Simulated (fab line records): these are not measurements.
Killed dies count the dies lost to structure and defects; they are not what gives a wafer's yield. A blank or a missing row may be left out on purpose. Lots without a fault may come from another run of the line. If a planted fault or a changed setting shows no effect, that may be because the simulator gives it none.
A struck lot beside a sound one | flow n5-finfet | 14 steps out of a route of 1938
Sound: wafers L712.2, L712.3, L712.4. Wafers struck: L705.1, L705.4, L705.5. At the end, the cause is stated.
Per side, at each step with rows, come the tool, then ch with its chambers, and then its first start. Under that, the readings that differ: sound wafers | struck wafers | difference of the means | sigmas: that difference in standard deviations of wafers without a fault.
alike: same words and numbers on both sides, and readings whose means sit less than 2 such deviations apart. not compared: any withheld reading, any reading some wafer has no value for, any bound like >300 that may hide the same value, and any number with overlapping values for which the record gives no deviation.
A row with sigmas, a row that says differs or no value, or rows on one side alone: a step with any of these is where the two part. When numbers do not overlap yet have no deviation, they are printed without sigmas and do not part them. A reading that every wafer of one side lacks parts them only if that side has two wafers or more.

N5_BEOL_M0_RS_MEAS_126: a four-point-probe measurement.
  sound: film-metro-01 at day 9 11:41; struck: film-metro-02 at day 7 08:02
  alike: M0_RS
N5_BEOL_M0_INSPECT_127: inspects for defects (darkfield).
  sound: defect-inspect-02 at day 9 11:43; struck: defect-inspect-01 at day 7 08:04
  alike: raw-defect-count
N5_BEOL_M1_ILD_DEP_00: deposits SiOC from DEMS/O2, target thk 79 nm, time 15.3 s.
  sound on pecvd-02 ch 1,2, day 9 11:45; struck on pecvd-02 ch 1,2, day 7 08:05
  alike: heater-power-w, showerhead-plenum-p-Torr, throttle-valve-pct
N5_BEOL_M1_THK_MEAS_01:
  sound: film-metro-02 at day 9 11:49; struck: film-metro-01 at day 7 08:10
  alike: M1_ILD_THK
N5_BEOL_M1_PECVD_72: deposits SiO2 from TEOS/O2, target thk 16 nm, time 18 s.
  sound on pecvd-03 ch 0,1, day 9 11:52; struck on pecvd-03 ch 0,1, day 7 08:12
  alike: heater-power-w, showerhead-plenum-p-Torr, throttle-valve-pct
N5_BEOL_M1_HM_DEP_02: deposits TiN, target thk 20 nm.
  sound: pvd-sputter-02 at day 9 12:17; struck: pvd-sputter-03 at day 7 11:35
  alike: throttle-valve-pct
then, 6 steps without rows for these wafers: N5_BEOL_M1_COAT_61 (time 60 s, resist thk 60 nm); N5_BEOL_M1_COAT_62 (time 60 s, resist thk 12 nm); N5_BEOL_M1_COAT_73 (time 60 s, resist thk 5 nm); N5_BEOL_M1_COAT_05 (resist thk 30 nm); N5_BEOL_M1_EBR_07; N5_BEOL_M1_SOFTBAKE_06 (time 60 s).
N5_BEOL_M1_EXPOSE_08: exposes mask M1.
  struck on euv-scanner-02, day 7 13:02; sound on euv-scanner-02 ch 0, day 9 12:40
  no value came back on the struck wafers for dipole-opening-deg (degrees), exposure-dose-mJ-cm2; on the sound wafers dipole-opening-deg (degrees) reads 79.7 79.7 79.7
  alike: mask
then, 1 step without rows for these wafers: N5_BEOL_M1_PEB_09 (peb time 60 s).

## WHERE THEY PART
At N5_BEOL_M1_EXPOSE_08 and nowhere else, as far as this record goes.

WHY: whatever the simulator had introduced
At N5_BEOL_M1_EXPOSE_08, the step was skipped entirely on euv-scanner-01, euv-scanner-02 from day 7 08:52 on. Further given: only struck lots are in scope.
